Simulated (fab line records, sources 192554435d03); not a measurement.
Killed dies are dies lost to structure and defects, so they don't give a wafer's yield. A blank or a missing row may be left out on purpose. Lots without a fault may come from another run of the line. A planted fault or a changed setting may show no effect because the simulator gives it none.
Chamber matching | flow n5_finfet | N5_BEOL_M0_SAQP_ETCH_84 on rie_diel-04: 4 sister chambers
The step etches SOC in N2/H2, target depth 100 nm, overetch 20 nm, time 150 s. 16 wafers are shown with their chamber, then 8 later ones without.

WAFERS WITH THEIR CHAMBER
wafer  | chamber | showerhead_plenum_p_Torr (Torr) | drypump_motor_current_A (A) | rf_vpp_V (V)
L081.2 | 2       | 2.61                            | 6.1                         | 526.1
L081.3 | 3       | 2.35                            | 5.6                         | 517.9
L081.5 | 2       | 2.61                            | 6.0                         | 526.1
L085.1 | 1       | 2.61                            | 6.2                         | 527.0
L085.2 | 0       | 2.42                            | 5.4                         | 521.3
L085.3 | 3       | 2.34                            | 5.7                         | 519.0
L087.2 | 0       | 2.42                            | 5.4                         | 520.3
L087.3 | 3       | 2.34                            | 5.6                         | 518.9
L087.4 | 3       | 2.34                            | 5.7                         | 517.7
L088.3 | 3       | 2.34                            | 5.6                         | 518.8
L088.4 | 3       | 2.34                            | 5.6                         | 518.6
L088.5 | 1       | 2.61                            | 6.2                         | 526.8
L091.1 | 2       | 2.60                            | 6.0                         | 524.4
L091.5 | 1       | 2.60                            | 6.2                         | 526.5
L091.6 | 2       | 2.60                            | 6.1                         | 524.2
L092.1 | 1       | 2.60                            | 6.2                         | 527.1

SIGNATURES (means of the wafers above)
reading                  | chamber 0 | chamber 1 | chamber 2 | chamber 3 | scatter within a chamber
showerhead_plenum_p_Torr | 2.4200    | 2.6050    | 2.6050    | 2.3417    | 0.00486
drypump_motor_current_A  | 5.400     | 6.200     | 6.050     | 5.633     | 0.0441
rf_vpp_V                 | 520.800   | 526.850   | 525.200   | 518.483   | 0.676
Rule: a wafer's distance from a chamber is the root of the sum, over the readings, of the square of ((its reading less the chamber's mean) divided by the reading's scatter). The wafer belongs to the nearest chamber; if the next one is less than 2 further off, it can't be placed. The scatter: the root of (the sum of the squares of (reading less its chamber's mean) over the shown wafers, divided by (wafers less chambers)).

WAFERS WITHOUT THEIR CHAMBER
wafer  | showerhead_plenum_p_Torr (Torr) | drypump_motor_current_A (A) | rf_vpp_V (V)
L092.3 | 2.41                            | 5.5                         | 520.7
L092.4 | 2.60                            | 6.0                         | 525.5
L094.2 | 2.60                            | 6.0                         | 525.1
L094.3 | 2.34                            | 5.6                         | 518.7
L094.5 | 2.60                            | 6.1                         | 525.7
L097.2 | 2.60                            | 6.1                         | 525.3
L097.5 | 2.60                            | 6.1                         | 526.2
L097.6 | 2.33                            | 5.6                         | 518.0

WHICH CHAMBER EACH WENT THROUGH
wafer  | from the rows above     | in truth
L092.3 | 0                       | 0
L092.4 | 2                       | 2
L094.2 | 2                       | 2
L094.3 | 3                       | 3
L094.5 | can't be placed: 2 or 1 | 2
L097.2 | can't be placed: 2 or 1 | 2
L097.5 | can't be placed: 2 or 1 | 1
L097.6 | 3                       | 3
Placed correctly: 5 of 8. Can't be placed from these rows: 3 (the true chamber is among the candidates in 3). Placed wrongly: 0.
